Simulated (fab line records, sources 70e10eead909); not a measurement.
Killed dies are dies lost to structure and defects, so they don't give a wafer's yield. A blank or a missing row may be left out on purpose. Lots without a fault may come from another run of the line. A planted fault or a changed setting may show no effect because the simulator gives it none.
fab line records | flow nand_harc
record lots=6 wafers=18 last_day=33
route steps=1302 shown P_M0@280 P_M1@285 END@1302
lots that met no fault: from a run of the same line without faults
start_h: hours from the record's first day to the start of the lot's first wafer shown | wait_h: hours since the lot's step before | " the same as in the row above | L1.1+2: a row that stands for several wafers | - no value, or no start given | * or withheld: withheld | < > ~ a bound
route shown NAME@n: a module of which the file shows steps, and the number in the route of the first | usual: mean/standard deviation of fault-free wafers | same: alike in all rows | chamber/n: place in a boat | sites: the reading at each site | _std_site: their standard deviation | _edge_site: outer sites' mean less inner sites' | radius_mm: how far each site lies from the wafer's centre | mask NAME#n: copy n | behind: the tool/chamber that last shaped the wafer | hold: why the lot was held/for how many hours/how that ended | device: the transistor (n, p or np) that didn't switch | end of line: the same wafers' tests at the end of the route | a step without rows: its recipe alone | killed: dies lost to structure and defects at the first sort, not the wafer's yield | map: a wafer's dies, x killed, . not, _ none there
set.NAME: the setting as run; set.NAME@STEP: as run at that earlier step | model.NAME: the simulator's own value behind a step, which no gauge read
lots at some steps of the route; a table a step, a row a wafer
services: from which hour (start_h, from the record's first day; less than 0 if before it) a tool's chamber was out of use, for how many hours, and why
## steps
# step NHARC_P_M0_SRD_25
# step NHARC_P_M0_INSPECT_27
# usual raw_defect_count=297/96
# columns lot.wafer tool chamber start_h wait_h raw_defect_count
L578.1 defect_inspect-01 - 144.44 0.0 179
L578.5 " - " " 286
L578.6 " - " " 376
L580.3 defect_inspect-02 - 161.12 0.0 474
L580.4 " - " " 304
L580.5 " - " " 318
L590.1 defect_inspect-02 - 260.87 0.0 189
L590.2 " - " " 217
L590.4 " - " " 245
L595.1 defect_inspect-02 - 311.94 0.0 235
L595.2 " - " " 358
L595.3 " - " " 453
L598.2 defect_inspect-01 - 338.28 0.0 234
L598.3 " - " " 399
L598.5 " - " " 337
L599.1 defect_inspect-02 - 351.08 0.0 161
L599.2 " - " " 173
L599.5 " - " " 244
# step NHARC_P_M0_PRE_CLEAN_31
# recipe time_s=12 temp_c=370 rf_power_w=300 gas=NH3
# usual heater_power_w=640/90
# columns lot.wafer tool chamber start_h wait_h heater_power_w
L578.1 pecvd-01 2 144.53 0.1 554
L578.5 " 0 " " 819
L578.6 " 1 " " 751
L580.3 pecvd-03 2 161.19 0.1 696
L580.4 " 2 " " 713
L580.5 " 0 " " 530
L590.2 pecvd-04 2 260.93 0.1 534
L590.1 " 0 " " 621
L590.4 " 2 " " 532
L595.1 pecvd-03 0 312.00 0.1 533
L595.3 " 1 " " 510
L595.2 " 2 " " 689
L598.2 pecvd-01 0 338.36 0.1 790
L598.3 " 1 " " 730
L598.5 " 1 " " 718
L599.2 pecvd-04 1 351.15 0.1 797
L599.1 " 0 " " 546
L599.5 " 1 " " 783
# step NHARC_P_M0_DEP_32
# recipe target_thk_a=300 temp_c=370 target_thk_nm=30 pressure_torr=3 flow_sccm=200 rf_w=450 material=SiCN
# usual heater_power_w=596/88 showerhead_vpp_V=1347/77
# columns lot.wafer tool chamber start_h wait_h heater_power_w showerhead_vpp_V
L578.1 pecvd-01 2 144.67 0.1 497 1236
L578.5 " 0 " " 753 1311
L578.6 " 1 " " 681 1305
L580.3 pecvd-03 2 161.30 0.1 688 1267
L580.4 " 2 " " 700 1270
L580.5 " 0 " " 560 1231
L590.2 pecvd-04 2 261.01 0.1 521 1430
L590.1 " 0 " " 609 1446
L590.4 " 2 " " 522 1450
L595.1 pecvd-03 0 312.08 0.1 544 1228
L595.3 " 1 " " 530 1305
L595.2 " 2 " " 649 1271
L598.2 pecvd-01 0 338.47 0.1 682 1333
L598.3 " 1 " " 764 1308
L598.5 " 1 " " 761 1303
L599.2 pecvd-04 1 351.23 0.1 738 1336
L599.1 " 0 " " 510 1451
L599.5 " 1 " " 757 1358
# step NHARC_P_M1_DEP_00
# recipe target_thk_a=1825 target_thk_nm=182.5 temp_c=withheld pressure_torr=5 flow_sccm=200 rf_w=600 material=SiOC
# step NHARC_P_M1_DEHYDRATE_01
# recipe temp_c=150 time_s=120
# step NHARC_P_M1_HMDS_02
# recipe time_s=30
# step NHARC_P_M1_COAT_34
# recipe temp_c=200 time_s=65
# step NHARC_P_M1_COAT_03
# recipe spin_rpm=1500 resist_thk_nm=90
# step NHARC_P_M1_SOFTBAKE_04
# recipe temp_c=105 time_s=55
# step NHARC_P_M1_EBR_05
# step NHARC_P_M1_EXPOSE_06
# recipe na=1.35 target_cd_nm=130 dose_mj=81.88 mask_id=P_M1
# usual exposure_dose_mJ_cm2=81.90/0.08
# same na=1.35
# columns lot.wafer tool chamber start_h wait_h mask exposure_dose_mJ_cm2
L578.1 arfi_scanner-03 0 145.69 - P_M1#0 81.88
L578.5 " 0 " " P_M1#0 81.91
L578.6 " 0 " " P_M1#0 82.02
L580.3 arfi_scanner-01 0 162.26 - P_M1#0 81.93
L580.4 " 0 " " P_M1#0 81.96
L580.5 " 0 " " P_M1#0 81.79
L590.1 arfi_scanner-01 0 262.12 - P_M1#0 78.16
L590.2 " 0 " " P_M1#0 78.23
L590.4 " 0 " " P_M1#0 78.17
L595.1 arfi_scanner-01 0 313.19 - P_M1#0 78.87
L595.2 " 0 " " P_M1#0 79.06
L595.3 " 0 " " P_M1#0 78.98
L598.2 arfi_scanner-02 0 339.54 - P_M1#0 81.95
L598.3 " 0 " " P_M1#0 81.86
L598.5 " 0 " " P_M1#0 81.96
L599.1 arfi_scanner-02 0 352.21 - P_M1#0 81.94
L599.2 " 0 " " P_M1#0 81.92
L599.5 " 0 " " P_M1#0 81.94
# step NHARC_P_M1_PEB_07
# recipe peb_temp_c=100 peb_time_s=65
# step NHARC_P_M1_DEVELOP_08
# recipe develop_time_s=35 dev_temp_c=23
# step NHARC_P_M1_CD_MEAS_09
# recipe target_cd_nm=130 landing_energy_ev=500
# usual cd_nm=129.9/0.49
# columns lot.wafer tool chamber start_h wait_h cd_nm
L578.1 cd_sem-02 0 145.83 - 129.2
L578.5 " 0 " " 130.0
L578.6 " 0 " " 129.6
L580.3 cd_sem-01 0 162.39 - 129.6
L580.4 " 0 " " 128.9
L580.5 " 0 " " 130.0
L590.1 cd_sem-03 0 262.26 - 127.7
L590.2 " 0 " " 127.5
L590.4 " 0 " " 127.5
L595.1 cd_sem-01 0 313.33 - 127.0
L595.2 " 0 " " 128.4
L595.3 " 0 " " 127.7
L598.2 cd_sem-03 0 339.68 - 129.9
L598.3 " 0 " " 130.2
L598.5 " 0 " " 129.3
L599.1 cd_sem-02 0 352.35 - 130.5
L599.2 " 0 " " 130.2
L599.5 " 0 " " 129.9
# step NHARC_P_M1_OVL_MEAS_10
# recipe pitch_nm=260
# usual overlay_x_nm=0.2/0.97 overlay_y_nm=0.0/0.77
# columns lot.wafer tool chamber start_h wait_h overlay_x_nm overlay_y_nm
L578.1 overlay-02 - 145.92 - 0.0 -0.3
L578.5 " - " " 0.0 -0.9
L578.6 " - " " 0.4 -0.2
L580.3 overlay-02 - 162.48 - 0.0 -1.4
L580.4 " - " " -0.2 -2.0
L580.5 " - " " -0.2 -1.8
L590.1 overlay-02 - 262.35 - 0.1 0.0
L590.2 " - " " 0.7 0.1
L590.4 " - " " 0.5 -0.2
L595.1 overlay-01 - 313.42 - -0.9 -0.9
L595.2 " - " " -0.7 -0.5
L595.3 " - " " -1.4 -1.0
L598.2 overlay-02 - 339.77 - -0.7 1.9
L598.3 " - " " -0.6 1.1
L598.5 " - " " 0.1 1.2
L599.1 overlay-01 - 352.44 - 0.9 -0.5
L599.2 " - " " 0.3 -0.5
L599.5 " - " " 1.2 -0.6
# step NHARC_P_M1_INSPECT_11
# usual raw_defect_count=4.2/2.6
# columns lot.wafer tool chamber start_h wait_h raw_defect_count
L578.1 defect_inspect-01 - 145.96 0.0 9
L578.5 " - " " 5
L578.6 " - " " 7
L580.3 defect_inspect-01 - 162.51 0.0 4
L580.4 " - " " 7
L580.5 " - " " 2
L590.1 defect_inspect-01 - 262.38 0.0 3
L590.2 " - " " 7
L590.4 " - " " 4
L595.1 defect_inspect-01 - 313.46 0.0 3
L595.2 " - " " 6
L595.3 " - " " 5
L598.2 defect_inspect-02 - 339.80 0.0 6
L598.3 " - " " 0
L598.5 " - " " 3
L599.1 defect_inspect-02 - 352.47 0.0 2
L599.2 " - " " 2
L599.5 " - " " 3
# step NHARC_P_M1_DESCUM_14
# recipe time_s=3 o2_flow_sccm=200 ar_flow_sccm=0 bias_power_w=0 chemistry=O2
# usual drypump_motor_current_A=5.8/0.6 oes_product_au=0.997/0.0086 rf_vpp_V=57.6/0.82 showerhead_plenum_p_Torr=1.87/0.064 throttle_valve_pct=11.312/0.0095
# columns lot.wafer tool chamber start_h wait_h drypump_motor_current_A oes_product_au rf_hours_counter_h rf_vpp_V showerhead_plenum_p_Torr throttle_valve_pct model.P_M1.cd_nm
L578.1 rie_diel-06 1 146.04 0.1 6.2 0.998 0 57.8 1.78 11.326 129.4
L578.5 " 3 " " 4.9 0.994 - 56.4 1.80 11.320 129.7
L578.6 " 0 " " 6.8 0.988 - 58.0 1.84 11.311 128.5
L580.3 rie_diel-08 1 162.58 0.1 6.5 0.997 11 57.9 1.84 11.306 129.4
L580.5 " 0 " " 5.1 1.002 - 58.2 1.87 11.300 130.5
L580.4 " 3 " " 5.7 0.985 - 59.2 1.98 11.311 128.7
L590.1 rie_diel-08 0 262.45 0.1 5.0 0.989 6 56.6 1.86 11.316 128.3
L590.2 " 2 " " 5.9 1.002 5 57.4 1.88 11.302 127.5
L590.4 " 3 " " 5.7 0.989 5 57.9 1.98 11.316 126.7
L595.2 rie_diel-08 1 313.52 0.1 6.5 0.998 10 57.6 1.84 11.294 128.1
L595.1 " 2 " " 6.0 1.006 10 58.2 1.88 11.310 126.8
L595.3 " 0 " " 5.1 1.011 9 56.3 1.86 11.316 127.4
L598.3 rie_diel-09 3 339.88 0.1 5.6 1.005 2 58.6 1.97 11.307 129.5
L598.2 " 0 " " 5.2 1.013 2 58.4 1.89 11.313 129.3
L598.5 " 1 " " 6.0 0.987 - 58.1 2.00 11.305 129.7
L599.1 rie_diel-06 2 352.55 0.1 6.0 1.001 3 58.1 1.88 11.322 131.2
L599.2 " 3 " " 4.9 1.004 3 56.5 1.79 11.303 129.5
L599.5 " 1 " " 6.3 0.978 - 58.5 1.78 11.321 130.7
# step NHARC_P_M1_ETCH_35
# recipe target_depth_a=400 overetch_a=120 time_s=43.94 ion_energy_ev=200 n2_flow_sccm=150 h2_flow_sccm=150 ar_flow_sccm=0 rf_w=400 bias_w=150 chemistry=N2/H2
# usual bias_w=150.0/0.5 drypump_motor_current_A=5.8/0.61 h2_flow_sccm=150.0/0.42 oes_product_au=0.997/0.0084 rf_vpp_V=429.3/2.1 showerhead_plenum_p_Torr=2.00/0.072 throttle_valve_pct=14.171/0.0089
# columns lot.wafer tool chamber start_h wait_h bias_w drypump_motor_current_A h2_flow_sccm oes_product_au rf_hours_counter_h rf_vpp_V showerhead_plenum_p_Torr throttle_valve_pct
L578.1 rie_diel-06 0 146.10 0.1 149.8 6.8 150.0 0.995 0 427.8 1.95 14.167
L578.6 " 0 " " 150.3 6.8 149.9 0.989 - 428.9 1.95 14.167
L578.5 " 1 " " 149.4 6.3 150.4 1.008 - 427.3 1.90 14.166
L580.3 rie_diel-08 0 162.68 0.1 149.3 5.1 149.5 1.009 10 430.4 1.99 14.183
L580.5 " 0 " " 150.3 5.1 149.6 1.010 - 428.0 1.99 14.173
L580.4 " 1 " " 150.1 6.5 149.9 0.984 - 426.9 1.96 14.165
L590.2 rie_diel-08 3 262.53 0.1 149.6 5.7 150.3 0.992 5 432.3 2.11 14.164
L590.4 " 1 " " 150.3 6.5 150.2 0.979 6 429.0 1.96 14.167
L590.1 " 2 " " 150.1 5.9 150.3 0.999 5 429.7 2.01 14.166
L595.3 rie_diel-08 0 313.61 0.1 150.3 5.1 149.7 1.005 9 428.9 1.98 14.164
L595.1 " 1 " " 151.0 6.5 150.0 0.994 10 429.0 1.96 14.197
L595.2 " 2 " " 150.3 5.9 150.2 0.999 10 429.2 2.01 14.160
L598.2 rie_diel-09 0 339.95 0.1 150.1 5.2 150.2 1.019 2 430.3 2.01 14.164
L598.3 " 2 " " 149.9 5.2 150.0 1.000 1 428.1 1.98 14.166
L598.5 " 3 " " 150.0 5.6 150.1 1.006 - 433.1 2.10 14.153
L599.1 rie_diel-06 0 352.62 0.1 150.5 6.8 149.4 0.986 3 428.4 1.95 14.174
L599.2 " 1 " " 149.4 6.2 150.1 0.980 3 425.9 1.89 14.161
L599.5 " 0 " " 150.1 6.8 149.6 0.986 - 427.5 1.95 14.185
# step NHARC_P_M1_ETCH_15
# recipe target_depth_a=1825 time_s=91.2 c4f8_flow_sccm=withheld ar_flow_sccm=400 rf_w=600 bias_w=300 chemistry=C4F8/Ar
# usual bias_w=300.1/0.93 oes_product_au=0.955/0.021 rf_vpp_V=439.6/2.2
# columns lot.wafer tool chamber start_h wait_h bias_w oes_product_au rf_hours_counter_h rf_vpp_V
L578.1 rie_diel-06 3 - - 299.7 0.973 1 437.2
L578.6 " 2 " " 300.9 0.981 - 439.2
L578.5 " 3 " " 300.2 0.966 - 437.9
L580.3 rie_diel-08 0 - - 300.2 0.952 10 438.5
L580.5 " 0 " " 299.6 0.960 - 438.7
L580.4 " 1 " " 299.0 0.954 - 437.2
L590.2 rie_diel-08 3 - - 300.5 0.974 5 442.3
L590.1 " 0 " " 302.0 0.973 6 438.8
L590.4 " 1 " " 300.1 0.954 6 437.2
L595.2 rie_diel-08 2 - - 301.1 0.923 10 439.7
L595.1 " 3 " " 299.7 0.914 10 443.5
L595.3 " 0 " " 301.1 0.924 9 439.2
L598.2 rie_diel-09 0 - - 300.5 0.999 2 438.8
L598.3 " 2 " " 299.7 0.959 2 439.3
L598.5 " 0 " " 300.6 0.988 - 439.2
L599.2 rie_diel-06 0 - - 299.5 0.942 3 438.2
L599.1 " 1 " " 301.0 0.940 3 436.1
L599.5 " 0 " " 300.4 0.944 - 438.3
# step NHARC_P_M1_CD_MEAS_16
# usual cd_nm=129.8/0.77
# columns lot.wafer tool chamber start_h wait_h cd_nm
L578.1 cd_sem-02 - 146.32 - 129.1
L578.5 " - " " 129.9
L578.6 " - " " 128.5
L580.3 cd_sem-01 - 162.93 - 129.2
L580.4 " - " " 128.9
L580.5 " - " " 130.0
L590.1 cd_sem-03 - 262.75 - 128.1
L590.2 " - " " 127.0
L590.4 " - " " 126.9
L595.1 cd_sem-03 - 313.82 - 126.3
L595.2 " - " " 128.3
L595.3 " - " " 127.4
L598.2 cd_sem-02 - 340.17 - 129.4
L598.3 " - " " 129.9
L598.5 " - " " 129.5
L599.1 cd_sem-02 - 352.84 - 131.1
L599.2 " - " " 129.9
L599.5 " - " " 131.1
# step NHARC_P_M1_STRIP_18
# recipe power_w=1000 n2_flow_sccm=150 h2_flow_sccm=150 ar_flow_sccm=0 bias_w=0 chemistry=N2/H2
# usual drypump_motor_current_A=5.9/0.62 h2_flow_sccm=150.0/0.45 oes_product_au=0.995/0.0098 rf_vpp_V=90.4/0.94 showerhead_plenum_p_Torr=1.98/0.07 throttle_valve_pct=14.171/0.0089
# same bias_w=0
# columns lot.wafer tool chamber start_h wait_h drypump_motor_current_A h2_flow_sccm oes_product_au rf_hours_counter_h rf_vpp_V showerhead_plenum_p_Torr throttle_valve_pct
L578.1 rie_diel-06 0 146.45 0.1 6.8 149.7 0.981 0 88.8 1.95 14.163
L578.5 " 2 " " 6.0 149.6 0.996 - 91.1 2.01 14.175
L578.6 " 3 " " 4.9 150.7 0.995 - 88.7 1.91 14.181
L580.3 rie_diel-06 3 163.05 0.1 4.9 150.3 1.009 2 91.3 1.91 14.170
L580.4 " 0 " " 6.8 149.8 0.986 1 88.8 1.95 14.166
L580.5 " 1 " " 6.2 150.0 0.989 - 88.9 1.90 14.177
L590.1 rie_diel-06 3 262.83 0.1 4.9 149.7 0.991 8 88.8 1.91 14.163
L590.2 " 1 " " 6.2 150.1 0.995 8 89.6 1.90 14.167
L590.4 " 2 " " 6.0 150.1 1.005 8 89.8 2.00 14.178
L595.3 rie_diel-08 0 313.90 0.1 5.0 149.5 1.007 9 90.6 1.98 14.187
L595.1 " 2 " " 6.0 150.0 1.000 10 90.5 2.01 14.167
L595.2 " 3 " " 5.7 150.1 1.001 10 89.7 2.11 14.177
L598.2 rie_diel-08 0 340.24 0.1 5.0 149.3 1.003 11 89.9 1.98 14.176
L598.3 " 3 " " 5.7 150.0 1.004 12 91.4 2.11 14.168
L598.5 " 1 " " 6.5 150.5 1.009 - 90.2 1.96 14.163
L599.1 rie_diel-06 1 352.91 0.1 6.2 149.3 0.987 3 91.3 1.89 14.193
L599.2 " 0 " " 6.8 149.9 0.987 3 91.0 1.95 14.174
L599.5 " 2 " " 6.0 149.8 1.014 - 91.3 2.00 14.186
# step NHARC_P_M1_ETCH_28
# recipe target_depth_a=300 over_etch_frac=0.3 time_s=72.99 ion_energy_ev=150 cf4_flow_sccm=50 n2_flow_sccm=100 ar_flow_sccm=150 rf_w=300 bias_w=100 chemistry=CF4/N2
# usual bias_w=99.97/0.29 drypump_motor_current_A=5.9/0.65 oes_product_au=0.994/0.011 rf_vpp_V=312.9/1.7 showerhead_plenum_p_Torr=2.55/0.084 throttle_valve_pct=19.793/0.0091
# columns lot.wafer tool chamber start_h wait_h bias_w drypump_motor_current_A oes_product_au rf_hours_counter_h rf_vpp_V showerhead_plenum_p_Torr throttle_valve_pct model.P_M1.cd_nm
L578.1 rie_diel-06 3 - - 99.74 4.9 0.997 1 311.5 2.48 19.798 128.9
L578.5 " 3 " " 99.91 4.9 0.995 - 312.1 2.48 19.805 130.5
L578.6 " 0 " " 100.16 6.8 0.982 - 312.9 2.52 19.790 128.6
L580.3 rie_diel-06 0 - - 99.88 6.8 0.996 2 312.5 2.52 19.793 129.6
L580.4 " 2 " " 100.04 6.0 1.009 2 313.7 2.58 19.799 128.1
L580.5 " 1 " " 100.16 6.2 0.991 - 310.9 2.46 19.787 129.8
L590.4 rie_diel-06 0 - - 100.36 6.8 0.972 8 312.4 2.52 19.788 127.6
L590.2 " 1 " " 99.84 6.2 0.981 8 310.4 2.45 19.795 128
L590.1 " 3 " " 99.70 4.9 0.996 8 311.5 2.47 19.783 128.1
L595.3 rie_diel-08 0 - - 100.15 5.1 1.003 10 312.6 2.56 19.812 128.1
L595.2 " 1 " " 100.42 6.5 1.003 10 312.2 2.53 19.803 127.4
L595.1 " 2 " " 99.33 5.9 1.003 10 313.8 2.59 19.805 125.7
L598.2 rie_diel-08 1 - - 100.01 6.5 1.005 13 312.6 2.53 19.805 129.3
L598.3 " 2 " " 99.85 6.0 1.009 12 313.1 2.58 19.787 129.7
L598.5 " 3 " " 99.81 5.7 1.005 - 315.0 2.71 19.780 128.8
L599.2 rie_diel-06 2 - - 100.42 6.0 1.016 3 313.0 2.58 19.788 129.1
L599.1 " 3 " " 99.85 4.9 1.003 3 312.4 2.47 19.801 132
L599.5 " 3 " " 100.69 4.9 0.995 - 311.2 2.47 19.795 131.6
# step NHARC_P_M1_STRIP_19
# recipe time_s=600 temp_c=30 chemistry=post_etch_residue_remover
# step NHARC_END_SORT_01
# recipe temp_c=25
# usual defect_limited_yield=90.9/2.8 killed_at_array=57/20 killed_at_other=1.3/1.4 killed_at_periphery=3.4/2.4 killed_dies=61/19 killed_open=2.9/1.8 killed_short=2.5/1.6
# same gross_dies=677
# columns lot.wafer tool chamber start_h wait_h defect_limited_yield[%] killed_at_array killed_at_other killed_at_periphery killed_dies killed_open killed_short
L578.1 prober-01 0 589.00 2.5 95.6 20 0 10 30 3 2
L578.5 prober-01 0 592.15 3.7 94.4 28 0 10 38 5 4
L578.6 prober-01 0 592.94 3.9 95.7 20 1 8 29 2 1
L580.3 prober-02 0 590.54 3.1 90.0 65 0 3 68 2 1
L580.4 prober-02 0 591.32 3.4 89.2 70 0 3 73 3 2
L580.5 prober-02 0 592.11 3.6 87.9 78 0 4 82 4 6
L590.1 prober-01 0 705.14 2.4 90.8 62 0 0 62 1 0
L590.2 prober-01 0 705.95 2.8 90.5 59 1 4 64 0 3
L590.4 prober-01 0 707.58 3.4 91.7 54 0 2 56 3 1
L595.1 prober-01 0 770.57 2.5 89.1 70 1 3 74 3 5
L595.2 prober-01 0 771.36 2.8 90.4 62 2 1 65 4 4
L595.3 prober-01 0 772.14 3.1 90.4 64 0 1 65 3 2
L598.2 prober-02 0 785.21 2.8 90.8 58 2 2 62 2 4
L598.3 prober-02 0 786.01 3.1 89.7 68 2 0 70 2 3
L598.5 prober-02 0 787.60 3.7 88.2 76 1 3 80 2 3
L599.1 prober-01 0 786.06 2.5 93.1 40 3 4 47 2 3
L599.2 prober-01 0 786.85 2.8 93.9 35 4 2 41 4 3
L599.5 prober-01 0 789.22 3.7 92.2 47 4 2 53 3 3
# killed by level:class
L578.1 A_CHANNEL_HOLE_D2:chamber_film_flake=8 P_STI:chamber_film_flake=4 P_M1:chamber_film_flake=3 A_CHANNEL_HOLE_D1:chamber_film_flake=3 A_SLIT:chamber_film_flake=2 A_WL_FILL:chamber_film_flake=2 P_GATE:geometric_particle:open=1 P_M0:geometric_particle:open=1
L580.3 A_SLIT:chamber_film_flake=30 A_CHANNEL_HOLE_D1:chamber_film_flake=25 A_CHANNEL_HOLE_D2:chamber_film_flake=6 P_STI:chamber_film_flake=2 A_CHANNEL_HOLE_D2:geometric_particle:open=1 A_WL_FILL:geometric_particle:short=1 A_M0:geometric_particle:open=1 P_ZERO_WELL:chamber_film_flake=1
L580.4 A_CHANNEL_HOLE_D1:chamber_film_flake=32 A_SLIT:chamber_film_flake=26 A_CHANNEL_HOLE_D2:chamber_film_flake=6 A_CONTACT:geometric_particle:open=2 P_GATE:geometric_particle:open=1 A_CHANNEL_FILL_D1:geometric_particle:short=1 A_CHANNEL_HOLE_D2:geometric_particle:short=1 P_ZERO_WELL:chamber_film_flake=1
L580.5 A_CHANNEL_HOLE_D1:chamber_film_flake=34 A_SLIT:chamber_film_flake=27 A_CHANNEL_HOLE_D2:chamber_film_flake=6 A_CONTACT:chamber_film_flake=2 P_GATE:geometric_particle:short=1 P_GATE:geometric_particle:open=1 P_M0:geometric_particle:short=1 A_CHANNEL_FILL_D1:geometric_particle:open=1
L578.5 A_CHANNEL_HOLE_D2:chamber_film_flake=10 A_CHANNEL_FILL_D2:geometric_particle:short=4 P_STI:chamber_film_flake=4 P_M1:chamber_film_flake=4 A_CHANNEL_HOLE_D1:chamber_film_flake=3 A_CONTACT:chamber_film_flake=3 A_STAIRCASE:chamber_film_flake=2 A_SLIT:chamber_film_flake=2
L578.6 A_CHANNEL_HOLE_D2:chamber_film_flake=7 A_STAIRCASE:chamber_film_flake=4 A_SLIT:chamber_film_flake=3 P_GATE:chamber_film_flake=2 P_M1:chamber_film_flake=2 A_CHANNEL_HOLE_D1:chamber_film_flake=2 A_CONTACT:chamber_film_flake=2 P_M0:geometric_particle:open=1
L590.1 A_CHANNEL_HOLE_D1:chamber_film_flake=39 A_CHANNEL_HOLE_D2:chamber_film_flake=15 A_STAIRCASE:chamber_film_flake=3 A_DECK1_JOINT:chamber_film_flake=2 A_SLIT:chamber_film_flake=2 A_SGD_CUT:geometric_particle:open=1
L590.2 A_CHANNEL_HOLE_D1:chamber_film_flake=27 A_CHANNEL_HOLE_D2:chamber_film_flake=22 A_STAIRCASE:chamber_film_flake=3 P_M0:chamber_film_flake=2 A_SLIT:chamber_film_flake=2 A_CHANNEL_FILL_D1:geometric_particle:short=1 A_STAIRCASE:geometric_particle:short=1 P_STI:chamber_film_flake=1
L590.4 A_CHANNEL_HOLE_D1:chamber_film_flake=24 A_CHANNEL_HOLE_D2:chamber_film_flake=19 A_CHANNEL_FILL_D1:geometric_particle:open=2 P_GATE:chamber_film_flake=2 A_STAIRCASE:chamber_film_flake=2 A_SLIT:chamber_film_flake=2 A_ONON_D1:geometric_particle:short=1 A_BLC:geometric_particle:open=1
L595.1 A_SLIT:chamber_film_flake=26 A_CHANNEL_HOLE_D2:chamber_film_flake=19 A_CHANNEL_HOLE_D1:chamber_film_flake=7 A_CONTACT:chamber_film_flake=7 A_DECK1_JOINT:geometric_particle:short=2 A_CHANNEL_FILL_D2:chamber_film_flake=2 P_M0:geometric_particle:short=1 P_M2:geometric_particle:open=1
L595.2 A_SLIT:chamber_film_flake=29 A_CHANNEL_HOLE_D2:chamber_film_flake=11 A_STAIRCASE:chamber_film_flake=4 A_CHANNEL_FILL_D2:chamber_film_flake=3 A_CONTACT:chamber_film_flake=3 A_ONON_D1:geometric_particle:open=2 HYBRID_BOND:chamber_film_flake=2 A_CHANNEL_HOLE_D1:chamber_film_flake=2
L595.3 A_SLIT:chamber_film_flake=21 A_CHANNEL_HOLE_D2:chamber_film_flake=17 A_CHANNEL_HOLE_D1:chamber_film_flake=11 A_CHANNEL_FILL_D2:chamber_film_flake=4 A_CONTACT:chamber_film_flake=3 A_ONON_D1:geometric_particle:short=1 A_CHANNEL_FILL_D2:geometric_particle:open=1 A_WL_FILL:geometric_particle:short=1
L598.2 A_CHANNEL_HOLE_D2:chamber_film_flake=25 A_SLIT:chamber_film_flake=21 A_CHANNEL_FILL_D1:geometric_particle:short=2 A_CONTACT:chamber_film_flake=2 THIN_TSV:chamber_film_flake=2 P_M1:geometric_particle:open=1 A_ONON_D2:geometric_particle:short=1 A_CHANNEL_HOLE_D2:geometric_particle:short=1
L598.3 A_SLIT:chamber_film_flake=32 A_CHANNEL_HOLE_D2:chamber_film_flake=24 A_CHANNEL_HOLE_D1:chamber_film_flake=2 A_STAIRCASE:chamber_film_flake=2 THIN_TSV:chamber_film_flake=2 A_ONON_D1:geometric_particle:open=1 A_CHANNEL_HOLE_D2:geometric_particle:short=1 A_CHANNEL_FILL_D2:geometric_particle:short=1
L599.1 A_CHANNEL_HOLE_D1:chamber_film_flake=12 A_SLIT:chamber_film_flake=9 A_CONTACT:chamber_film_flake=6 A_STAIRCASE:chamber_film_flake=4 A_M0:chamber_film_flake=3 THIN_TSV:chamber_film_flake=3 P_BONDPAD:chamber_film_flake=2 A_CHANNEL_FILL_D2:chamber_film_flake=2
L599.2 A_CHANNEL_HOLE_D1:chamber_film_flake=17 A_STAIRCASE:chamber_film_flake=4 A_SLIT:chamber_film_flake=4 THIN_TSV:chamber_film_flake=4 A_CONTACT:chamber_film_flake=3 A_ONON_D1:geometric_particle:open=2 P_STI:geometric_particle:short=1 P_GATE:geometric_particle:open=1
L598.5 A_SLIT:chamber_film_flake=34 A_CHANNEL_HOLE_D2:chamber_film_flake=26 A_CONTACT:chamber_film_flake=3 A_BLC:chamber_film_flake=3 P_STI:chamber_film_flake=2 A_STAIRCASE:chamber_film_flake=2 P_M1:geometric_particle:open=1 A_SOURCE_PLATE:geometric_particle:short=1
L599.5 A_CHANNEL_HOLE_D1:chamber_film_flake=18 A_STAIRCASE:chamber_film_flake=7 A_SLIT:chamber_film_flake=6 THIN_TSV:chamber_film_flake=4 A_CHANNEL_HOLE_D2:chamber_film_flake=3 A_CONTACT:chamber_film_flake=3 A_M0:chamber_film_flake=3 P_M0:geometric_particle:open=1
## services
# columns tool chamber start_h hours kind
rie_diel-06 0 127.04 10.0 repair
pecvd-01 - 130.00 13.0 pm
rie_diel-06 - 130.20 9.0 pm
pecvd-03 1 133.49 18.7 repair
rie_diel-08 0 134.86 7.4 repair
pecvd-03 2 142.12 4.4 repair
rie_diel-08 2 159.27 7.7 repair
rie_diel-06 3 165.30 2.5 repair
pecvd-03 - 185.04 13.0 pm
rie_diel-08 - 190.80 9.0 pm
rie_diel-06 2 194.01 7.6 repair
rie_diel-06 3 223.55 5.2 repair
pecvd-04 - 269.00 13.0 pm
pecvd-01 - 272.10 1.3 repair
rie_diel-08 0 276.23 10.9 repair
pecvd-03 0 281.05 4.7 repair
pecvd-04 - 292.01 1.3 repair
rie_diel-06 2 301.49 2.9 repair
rie_diel-06 - 307.20 9.0 pm
pecvd-01 0 310.74 23.1 repair
pecvd-01 - 311.27 13.0 pm
pecvd-04 - 332.01 2.2 repair
rie_diel-08 2 346.67 1.5 repair
rie_diel-06 - 349.61 1.8 repair
## key
first_sign step=NHARC_P_M1_EXPOSE_06 reading=exposure_dose_mJ_cm2 direction=down sigmas=42 usual=81.90 struck=78.58
effect step=NHARC_P_M1_CD_MEAS_09 reading=cd_nm direction=down sigmas=4.5 usual=129.9 struck=127.6 through=control_loop
effect step=NHARC_P_M1_CD_MEAS_16 reading=cd_nm direction=down sigmas=3.3 usual=129.8 struck=127.3 through=control_loop
model_effect step=NHARC_P_M1_DESCUM_14 value=P_M1.cd_nm without=129.9 struck=127.5
model_effect step=NHARC_P_M1_ETCH_28 value=P_M1.cd_nm without=129.9 struck=127.5
met_at NHARC_P_M1_EXPOSE_06
struck_wafers L590.1,L590.2,L590.4,L595.1,L595.2,L595.3
loop_trim step=NHARC_P_M1_EXPOSE_06 setting=dose lots=L595
onset_between 162.26 262.12
fault kind=process_parameter_drift tool=arfi_scanner-01 chamber=- onset_h=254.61 steps=NHARC_P_M1_EXPOSE_06 channel=dose_mj offset=-3.6267 shape=step acts_in=these_recipes_only stated=81.88
# loop_trim: a control loop set the setting to another value than it would have without faults
